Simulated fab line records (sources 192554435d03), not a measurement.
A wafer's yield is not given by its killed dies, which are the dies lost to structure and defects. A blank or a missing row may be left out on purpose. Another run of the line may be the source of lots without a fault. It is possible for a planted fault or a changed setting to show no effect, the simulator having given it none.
Chamber matching / flow n5-finfet / 3 sister chambers for N5_BEOL_M6_ETCH_61 on rie-diel-04
The step etches SiARC in CF4, target depth 45.5 nm, time 75.8 s. 16 wafers are shown with their chamber, then 6 later ones without.

WAFERS WITH THEIR CHAMBER
wafer=L080.1; chamber=1; throttle-valve-pct (%)=15.88; showerhead-plenum-p-Torr (Torr)=2.22; drypump-motor-current-A (A)=5.7
wafer=L080.2; chamber=3; throttle-valve-pct (%)=15.28; showerhead-plenum-p-Torr (Torr)=2.11; drypump-motor-current-A (A)=6.0
wafer=L080.6; chamber=3; throttle-valve-pct (%)=15.29; showerhead-plenum-p-Torr (Torr)=2.11; drypump-motor-current-A (A)=6.0
wafer=L083.1; chamber=3; throttle-valve-pct (%)=15.33; showerhead-plenum-p-Torr (Torr)=2.10; drypump-motor-current-A (A)=6.1
wafer=L083.3; chamber=2; throttle-valve-pct (%)=15.95; showerhead-plenum-p-Torr (Torr)=2.12; drypump-motor-current-A (A)=5.2
wafer=L083.5; chamber=2; throttle-valve-pct (%)=15.95; showerhead-plenum-p-Torr (Torr)=2.12; drypump-motor-current-A (A)=5.2
wafer=L084.1; chamber=3; throttle-valve-pct (%)=15.32; showerhead-plenum-p-Torr (Torr)=2.10; drypump-motor-current-A (A)=6.0
wafer=L084.3; chamber=1; throttle-valve-pct (%)=15.90; showerhead-plenum-p-Torr (Torr)=2.22; drypump-motor-current-A (A)=5.7
wafer=L084.5; chamber=3; throttle-valve-pct (%)=15.33; showerhead-plenum-p-Torr (Torr)=2.10; drypump-motor-current-A (A)=6.1
wafer=L085.2; chamber=1; throttle-valve-pct (%)=15.91; showerhead-plenum-p-Torr (Torr)=2.22; drypump-motor-current-A (A)=5.7
wafer=L085.4; chamber=2; throttle-valve-pct (%)=15.95; showerhead-plenum-p-Torr (Torr)=2.12; drypump-motor-current-A (A)=5.2
wafer=L085.5; chamber=1; throttle-valve-pct (%)=15.91; showerhead-plenum-p-Torr (Torr)=2.22; drypump-motor-current-A (A)=5.7
wafer=L086.2; chamber=3; throttle-valve-pct (%)=15.34; showerhead-plenum-p-Torr (Torr)=2.10; drypump-motor-current-A (A)=6.1
wafer=L086.4; chamber=1; throttle-valve-pct (%)=15.92; showerhead-plenum-p-Torr (Torr)=2.22; drypump-motor-current-A (A)=5.7
wafer=L086.6; chamber=2; throttle-valve-pct (%)=15.97; showerhead-plenum-p-Torr (Torr)=2.12; drypump-motor-current-A (A)=5.1
wafer=L092.1; chamber=1; throttle-valve-pct (%)=15.92; showerhead-plenum-p-Torr (Torr)=2.21; drypump-motor-current-A (A)=5.7

SIGNATURES, as means of the wafers listed above
reading=throttle-valve-pct; chamber 1=15.9067; chamber 2=15.9550; chamber 3=15.3150; scatter within a chamber=0.0184
reading=showerhead-plenum-p-Torr; chamber 1=2.2183; chamber 2=2.1200; chamber 3=2.1033; scatter within a chamber=0.00408
reading=drypump-motor-current-A; chamber 1=5.700; chamber 2=5.175; chamber 3=6.050; scatter within a chamber=0.0416
Rule: distance of a wafer from a chamber = root of the sum over the readings of ((wafer's reading minus chamber's mean) / reading's scatter) squared. If the next closest chamber is less than 2 further off than the closest, the wafer can't be placed; otherwise it belongs to the closest. How the scatter is found: for the shown wafers, subtract from each reading the mean of its chamber, square and add these, divide the total by (wafers less chambers), then take the root.

WAFERS MISSING THEIR CHAMBER
wafer=L092.4; throttle-valve-pct (%)=15.34; showerhead-plenum-p-Torr (Torr)=2.10; drypump-motor-current-A (A)=6.0
wafer=L092.5; throttle-valve-pct (%)=15.94; showerhead-plenum-p-Torr (Torr)=2.21; drypump-motor-current-A (A)=5.7
wafer=L093.2; throttle-valve-pct (%)=15.94; showerhead-plenum-p-Torr (Torr)=2.21; drypump-motor-current-A (A)=5.7
wafer=L093.5; throttle-valve-pct (%)=15.95; showerhead-plenum-p-Torr (Torr)=2.21; drypump-motor-current-A (A)=5.7
wafer=L096.1; throttle-valve-pct (%)=15.95; showerhead-plenum-p-Torr (Torr)=2.21; drypump-motor-current-A (A)=5.7
wafer=L096.6; throttle-valve-pct (%)=15.39; showerhead-plenum-p-Torr (Torr)=2.09; drypump-motor-current-A (A)=6.0

THE CHAMBER EACH PASSED THROUGH
wafer=L092.4; from the rows above=3; in truth=3
wafer=L092.5; from the rows above=1; in truth=1
wafer=L093.2; from the rows above=1; in truth=1
wafer=L093.5; from the rows above=1; in truth=1
wafer=L096.1; from the rows above=1; in truth=1
wafer=L096.6; from the rows above=3; in truth=3
Placed correctly: 6 of 6. Can't be placed from these rows: 0. 0 placed wrongly.
